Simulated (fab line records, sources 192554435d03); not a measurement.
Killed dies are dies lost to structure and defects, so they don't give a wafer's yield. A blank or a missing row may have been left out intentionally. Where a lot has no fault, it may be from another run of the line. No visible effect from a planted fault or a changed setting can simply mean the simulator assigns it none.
Which tool did it? / flow n5Finfet / 11 lots with 33 wafers sampled at 3 steps, on a route of 1938 steps

WHAT THE GAUGES READ, wafer by wafer
N5_MIM_TOP_LITHO_INSPECT_12: inspects for defects (macro).
lot=L842; measured=day 12 17:28; on=defectInspect-02; rawDefectCount=3 3 3
lot=L843; measured=day 12 17:22; on=defectInspect-02; rawDefectCount=2 1 2
lot=L844; measured=day 13 02:44; on=defectInspect-02; rawDefectCount=5 0 1
lot=L845; measured=day 13 11:55; on=defectInspect-01; rawDefectCount=276 259 >300
lot=L847; measured=day 13 18:02; on=defectInspect-02; rawDefectCount=297 295 272
lot=L848; measured=day 14 02:08; on=defectInspect-01; rawDefectCount=283 287 279
lot=L857; measured=day 16 22:00; on=defectInspect-02; rawDefectCount=1 2 4
lot=L858; measured=day 17 10:20; on=defectInspect-02; rawDefectCount=3 0 3
lot=L856; measured=day 17 17:11; on=defectInspect-01; rawDefectCount=2 2 4
lot=L860; measured=day 18 02:32; on=defectInspect-02; rawDefectCount=1 2 2
lot=L861; measured=day 18 15:43; on=defectInspect-02; rawDefectCount=1 2 2

WHAT TOOL EACH LOT RAN ON (gives the tool, then ch and the chambers of the sampled wafers, and finally the start)
lot=L842; N5_BEOL_M15_PRE_CLEAN_42=pvdSputter-01, day 12 09:13; N5_PASSIVATION_PECVD_00=pecvd-04 ch 0,2, day 12 11:47
lot=L843; N5_BEOL_M15_PRE_CLEAN_42=pvdSputter-01, day 12 08:49; N5_PASSIVATION_PECVD_00=pecvd-04 ch 0,1,2, day 12 11:08
lot=L844; N5_BEOL_M15_PRE_CLEAN_42=pvdSputter-02, day 12 20:14; N5_PASSIVATION_PECVD_00=pecvd-04 ch 1,2, day 12 23:10
lot=L845; N5_BEOL_M15_PRE_CLEAN_42=pvdSputter-01, day 13 07:20; N5_PASSIVATION_PECVD_00=pecvd-04 ch 0,1, day 13 10:02
lot=L847; N5_BEOL_M15_PRE_CLEAN_42=pvdSputter-01, day 13 14:02; N5_PASSIVATION_PECVD_00=pecvd-04 ch 0,1,2, day 13 16:20
lot=L848; N5_BEOL_M15_PRE_CLEAN_42=pvdSputter-03, day 13 21:23; N5_PASSIVATION_PECVD_00=pecvd-04 ch 0,1, day 13 23:43
lot=L857; N5_BEOL_M15_PRE_CLEAN_42=pvdSputter-03, day 16 18:01; N5_PASSIVATION_PECVD_00=pecvd-04 ch 0,1,2, day 16 20:31
lot=L858; N5_BEOL_M15_PRE_CLEAN_42=pvdSputter-02, day 17 05:10; N5_PASSIVATION_PECVD_00=pecvd-04 ch 0,2, day 17 07:36
lot=L856; N5_BEOL_M15_PRE_CLEAN_42=pvdSputter-01, day 17 08:53; N5_PASSIVATION_PECVD_00=pecvd-01 ch 0,2, day 17 11:46
lot=L860; N5_BEOL_M15_PRE_CLEAN_42=pvdSputter-03, day 17 19:47; N5_PASSIVATION_PECVD_00=pecvd-01 ch 0,2, day 17 22:55
lot=L861; N5_BEOL_M15_PRE_CLEAN_42=pvdSputter-01, day 18 10:43; N5_PASSIVATION_PECVD_00=pecvd-04 ch 0,2, day 18 13:02
- N5_BEOL_M15_PRE_CLEAN_42: time 30 s.
- N5_PASSIVATION_PECVD_00: deposits SiO2 from SiH4/N2O, target thk 200 nm, time 11.2 s.

THE ANSWER, worked out from the rows above alone
Rule: what is usual is taken from the lots themselves. The widest of any qualifying gaps counts: lots, ordered by their means at a reading, are off when they make up no more than a third of the lots, leave a main group of 4 or more, and stand apart from it by 3 or more times the standard deviation of that group's means. A main group whose means are all the same, to the digits that the tables above print for the reading, isn't used. Also off: a lot with no number at a reading for which 4 or more lots have one. Any other lot the step has rows for is counted as sound.
Off: L845, L847, L848 (N5_MIM_TOP_LITHO_INSPECT_12, rawDefectCount). The main group has a mean of 2.1 with a standard deviation of 0.47.
If a tool, at a process step before that reading, ran all the lots that are off and no sound lot after the first of them, it fits. Those tools and the gauges at N5_MIM_TOP_LITHO_INSPECT_12 are tried in the same way. Not one of the candidates tried fits.

WHAT HAD BEEN PUT IN BY THE SIMULATOR
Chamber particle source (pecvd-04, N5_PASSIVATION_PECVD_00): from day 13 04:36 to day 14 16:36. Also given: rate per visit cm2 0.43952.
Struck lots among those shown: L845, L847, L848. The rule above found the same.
